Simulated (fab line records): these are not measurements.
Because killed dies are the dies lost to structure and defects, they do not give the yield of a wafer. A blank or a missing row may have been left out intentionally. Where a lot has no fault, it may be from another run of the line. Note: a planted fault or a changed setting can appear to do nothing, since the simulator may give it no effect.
Split-lot study :: flow n5_finfet :: 21 wafers read from 7 lots, route of 1938 steps

== ABOUT THE SPLIT ==
At N5_BEOL_M7_TRENCH_ETCH_37 (etches SiCOH lowk in C4F6/O2, target depth 93.478 nm, time 31.2 s), the setting time_s was moved away from the recipe's 31.2 s on 6 of the 21 wafers read, by -9.4% to +21.7%. This setting was run at the recipe's value on the other wafers.

== FROM THE SPLIT TO THE READING: what the file shows between them, 8 steps ==
- N5_BEOL_M7_ETCH_41: etches SiCN in CH3F/O2, target depth 31.9 nm, time 57.8 s
- N5_BEOL_M7_STRIP_80: strips in N2/H2, time 10 s
- N5_BEOL_M7_OCD_MEAS_38
- N5_BEOL_M7_HM_STRIP_39: strips TiN in peroxide tin strip, target depth 25 nm, time 158 s
- N5_BEOL_M7_SRD_40: time 30 s
- N5_BEOL_M7_ECD_50: material Cu, target thk 300 nm
- N5_BEOL_M7_ANNEAL_51: time 90 s
- N5_BEOL_M7_CMP_52: polishes, stops on SiCOH lowk, t overpolish 6.9 s, target thk 80 nm

== THE READING ==
M7_THK, in nm, at N5_BEOL_M7_THK_MEAS_53 (measures by xrf). Fault-free wafers of this fab line usually give 81.0 nm, standard deviation 2.4 nm.

wafer: L074.2
tool, chamber at the split: rie_diel-06, 3
time_s as run, s: 31.2
against the recipe: recipe
M7_THK, nm: 81.4
against lot-mates on the recipe: -

wafer: L074.3
tool, chamber at the split: rie_diel-06, 1
time_s as run, s: 31.2
against the recipe: recipe
M7_THK, nm: 78.0
against lot-mates on the recipe: -

wafer: L074.4
tool, chamber at the split: rie_diel-06, 0
time_s as run, s: 31.2
against the recipe: recipe
M7_THK, nm: 81.7
against lot-mates on the recipe: -

wafer: L075.4
tool, chamber at the split: rie_diel-06, 2
time_s as run, s: 31.2
against the recipe: recipe
M7_THK, nm: 80.5
against lot-mates on the recipe: -

wafer: L075.5
tool, chamber at the split: rie_diel-06, 0
time_s as run, s: 37.98
against the recipe: +21.7%
M7_THK, nm: 102.7
against lot-mates on the recipe: +22.2

wafer: L075.6
tool, chamber at the split: rie_diel-06, 1
time_s as run, s: 37.98
against the recipe: +21.7%
M7_THK, nm: 99.4
against lot-mates on the recipe: +18.9

wafer: L078.1
tool, chamber at the split: rie_diel-05, 3
time_s as run, s: 35.48
against the recipe: +13.7%
M7_THK, nm: 94.1
against lot-mates on the recipe: +12.3

wafer: L078.2
tool, chamber at the split: rie_diel-05, 1
time_s as run, s: 35.48
against the recipe: +13.7%
M7_THK, nm: 89.9
against lot-mates on the recipe: +8.1

wafer: L078.5
tool, chamber at the split: rie_diel-05, 3
time_s as run, s: 31.2
against the recipe: recipe
M7_THK, nm: 81.8
against lot-mates on the recipe: -

wafer: L080.2
tool, chamber at the split: rie_diel-02, 2
time_s as run, s: 31.2
against the recipe: recipe
M7_THK, nm: 80.2
against lot-mates on the recipe: -

wafer: L080.5
tool, chamber at the split: rie_diel-02, 1
time_s as run, s: 28.26
against the recipe: -9.4%
M7_THK, nm: 69.4
against lot-mates on the recipe: -12.7

wafer: L080.6
tool, chamber at the split: rie_diel-02, 0
time_s as run, s: 31.2
against the recipe: recipe
M7_THK, nm: 83.9
against lot-mates on the recipe: -

wafer: L086.2
tool, chamber at the split: rie_diel-05, 0
time_s as run, s: 31.2
against the recipe: recipe
M7_THK, nm: 83.2
against lot-mates on the recipe: -

wafer: L086.3
tool, chamber at the split: rie_diel-05, 3
time_s as run, s: 31.2
against the recipe: recipe
M7_THK, nm: 83.5
against lot-mates on the recipe: -

wafer: L086.5
tool, chamber at the split: rie_diel-05, 3
time_s as run, s: 31.2
against the recipe: recipe
M7_THK, nm: 80.7
against lot-mates on the recipe: -

wafer: L092.1
tool, chamber at the split: rie_diel-06, 1
time_s as run, s: 31.2
against the recipe: recipe
M7_THK, nm: 80.4
against lot-mates on the recipe: -

wafer: L092.5
tool, chamber at the split: rie_diel-06, 1
time_s as run, s: 36.27
against the recipe: +16.3%
M7_THK, nm: 94.9
against lot-mates on the recipe: +13.5

wafer: L092.6
tool, chamber at the split: rie_diel-06, 0
time_s as run, s: 31.2
against the recipe: recipe
M7_THK, nm: 82.5
against lot-mates on the recipe: -

wafer: L093.1
tool, chamber at the split: rie_diel-02, 0
time_s as run, s: 31.2
against the recipe: recipe
M7_THK, nm: 82.5
against lot-mates on the recipe: -

wafer: L093.2
tool, chamber at the split: rie_diel-02, 1
time_s as run, s: 31.2
against the recipe: recipe
M7_THK, nm: 77.9
against lot-mates on the recipe: -

wafer: L093.6
tool, chamber at the split: rie_diel-02, 0
time_s as run, s: 31.2
against the recipe: recipe
M7_THK, nm: 82.4
against lot-mates on the recipe: -

THE FIT
A straight line over all 21 wafers: M7_THK changes by +0.901 nm for each +1% of time_s; r = +0.97; the points scatter about the line by 2 nm.
The same after taking each lot's own level away (the mean of its wafers on the recipe; 21 wafers): +0.924 nm for each +1%; r = +0.97; scatter 2 nm.
The reading moves by 20 nm for the largest change in time_s, on that fit.
The span of the lots' own levels, 80.37 to 82.47 nm, comes to 0.9 times the standard deviation stated above.
Consequently the slope shifts little with the lot-to-lot level, the two slopes agreeing.
Check: with one of the wafers moved furthest among these (+21.7%) left out of the fit, the line predicts +18.6 nm for it against its lot-mates. Against them it came out at +22.2 nm.

== ADDITIONAL SPLITS CARRIED BY THESE WAFERS ==
Other splits were also applied to these wafers ahead of the reading. Each is held against what the fit with the lots' levels taken away leaves over:
other split on the same wafers: N5_BEOL_M3_SPUTTER_48 time_s
wafers away from the commonest value: 5
r with M7_THK (lot level and that fit taken away): -0.06

other split on the same wafers: N5_BEOL_M5_PECVD_70 temp_c
wafers away from the commonest value: 8
r with M7_THK (lot level and that fit taken away): +0.03

other split on the same wafers: N5_BEOL_M5_HM_DEP_02 target_thk_a
wafers away from the commonest value: 6
r with M7_THK (lot level and that fit taken away): +0.12

other split on the same wafers: N5_BEOL_M5_TRENCH_ETCH_37 source_w
wafers away from the commonest value: 6
r with M7_THK (lot level and that fit taken away): -0.19

other split on the same wafers: N5_BEOL_M5_ETCH_41 source_w
wafers away from the commonest value: 5
r with M7_THK (lot level and that fit taken away): -0.27

other split on the same wafers: N5_BEOL_M6_TRENCH_ETCH_37 bias_w
wafers away from the commonest value: 8
r with M7_THK (lot level and that fit taken away): +0.33

other split on the same wafers: N5_BEOL_M7_DESCUM_33 time_s
wafers away from the commonest value: 8
r with M7_THK (lot level and that fit taken away): -0.05

== THE WHOLE CHAIN: every reading that the file lists as answering this split, in the file's order ==
step: N5_BEOL_M7_TRENCH_ETCH_37
what it does: etches SiCOH lowk in C4F6/O2, target depth 93.478 nm, time 31.2 s
reading: etch.depth_nm (the simulator's own value, which no gauge read)
change (the file's fit): +0.941 nm for each +1% of the setting
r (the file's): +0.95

step: N5_BEOL_M7_TRENCH_ETCH_37
what it does: etches SiCOH lowk in C4F6/O2, target depth 93.478 nm, time 31.2 s
reading: BEOL_M7.feature_depth_nm (the simulator's own value, which no gauge read)
change (the file's fit): +0.939 nm for each +1% of the setting
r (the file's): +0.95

step: N5_BEOL_M7_OCD_MEAS_38
what it does: 
reading: trench_depth_nm
change (the file's fit): +0.938 nm for each +1% of the setting
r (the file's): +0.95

step: N5_BEOL_M7_CMP_52
what it does: polishes, stops on SiCOH lowk, t overpolish 6.9 s, target thk 80 nm
reading: Cu_of_BEOL_M7_ECD_50.thk_nm (the simulator's own value, which no gauge read)
change (the file's fit): +0.902 nm for each +1% of the setting
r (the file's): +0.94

step: N5_BEOL_M7_THK_MEAS_53
what it does: measures by xrf
reading: M7_THK
change (the file's fit): +0.914 for each +1% of the setting
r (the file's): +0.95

== THE FILE'S OWN FIT ==
M7_THK changes by +0.914 nm for each +1% of time_s, r = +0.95.
